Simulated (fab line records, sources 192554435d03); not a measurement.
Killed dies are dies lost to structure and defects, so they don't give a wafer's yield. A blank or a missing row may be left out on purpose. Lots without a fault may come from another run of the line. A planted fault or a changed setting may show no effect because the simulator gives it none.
Split-lot experiment | flow n5_finfet | 7 lots, 21 wafers read, on a route of 1938 steps

THE SPLIT
At N5_BEOL_M13_SPUTTER_43 (material TaN, target thk 15 nm, time 24.19 s), the setting power_w was moved away from the recipe's 15000 W on 7 of the 21 wafers read, by -6.1% to +16.9%. The other wafers ran this setting at the recipe's value.

The reading is taken at the split's own step.

THE READING
TaN_of_BEOL_M13_SPUTTER_43.thk_nm (the simulator's own value, which no gauge read), in nm, at N5_BEOL_M13_SPUTTER_43 (material TaN, target thk 15 nm, time 24.19 s). The file gives no usual value for it. The 14 wafers here that ran the recipe average 14.9 nm, standard deviation 0.16 nm.

wafer  | tool, chamber at the split | power_w as run, W | against the recipe | TaN_of_BEOL_M13_SPUTTER_43.thk_nm, nm | against lot-mates on the recipe
L074.3 | pvd_sputter-02, -          | 14080             | -6.1%              | 14.2                                  | -0.8
L074.4 | pvd_sputter-02, -          | 15000             | recipe             | 15                                    | -
L074.6 | pvd_sputter-02, -          | 14080             | -6.1%              | 14                                    | -1.0
L078.1 | pvd_sputter-01, -          | 16930             | +12.9%             | 16.4                                  | +1.6
L078.2 | pvd_sputter-01, -          | 15000             | recipe             | 14.8                                  | -
L078.4 | pvd_sputter-01, -          | 15000             | recipe             | 14.8                                  | -
L083.4 | pvd_sputter-01, -          | 15000             | recipe             | 15.2                                  | -
L083.5 | pvd_sputter-01, -          | 17050             | +13.7%             | 17.4                                  | +2.2
L083.6 | pvd_sputter-01, -          | 17050             | +13.7%             | 17                                    | +1.8
L089.2 | pvd_sputter-03, -          | 15000             | recipe             | 14.8                                  | -
L089.3 | pvd_sputter-03, -          | 15000             | recipe             | 14.8                                  | -
L089.4 | pvd_sputter-03, -          | 15000             | recipe             | 15                                    | -
L087.2 | pvd_sputter-03, -          | 15000             | recipe             | 15                                    | -
L087.3 | pvd_sputter-03, -          | 15000             | recipe             | 15                                    | -
L087.6 | pvd_sputter-03, -          | 15000             | recipe             | 15                                    | -
L091.2 | pvd_sputter-01, -          | 15000             | recipe             | 15                                    | -
L091.3 | pvd_sputter-01, -          | 15000             | recipe             | 15                                    | -
L091.4 | pvd_sputter-01, -          | 15000             | recipe             | 15.2                                  | -
L096.1 | pvd_sputter-03, -          | 17540             | +16.9%             | 17.2                                  | +2.6
L096.4 | pvd_sputter-03, -          | 17540             | +16.9%             | 17.2                                  | +2.6
L096.6 | pvd_sputter-03, -          | 15000             | recipe             | 14.6                                  | -

THE FIT
A straight line over all 21 wafers: TaN_of_BEOL_M13_SPUTTER_43.thk_nm changes by +0.14 nm for each +1% of power_w; r = +0.98; the points scatter about the line by 0.21 nm.
The same after taking each lot's own level away (the mean of its wafers on the recipe; 21 wafers): +0.147 nm for each +1%; r = +0.99; scatter 0.12 nm.
On that fit, the largest move of power_w shifts the reading by 2.5 nm.
The lots' own levels span 14.60 to 15.20 nm, that is 3.8 times the standard deviation above.
So the lot-to-lot level changes the slope little: the two slopes agree.
Check: with one of the wafers moved furthest among these (+16.9%) left out of the fit, the line predicts +2.45 nm for it against its lot-mates. It came out at +2.6 nm against them.

OTHER SPLITS ON THESE WAFERS
These wafers also went through other splits before the reading. Each is held against what the fit with the lots' levels taken away leaves over:
other split on the same wafers      | wafers away from the commonest value | r with TaN_of_BEOL_M13_SPUTTER_43.thk_nm (lot level and that fit taken away)
N5_BEOL_M10_TRENCH_ETCH_37 source_w | 4                                    | -0.04

THE FILE'S OWN FIT
TaN_of_BEOL_M13_SPUTTER_43.thk_nm changes by +0.144 nm for each +1% of power_w, r = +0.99.
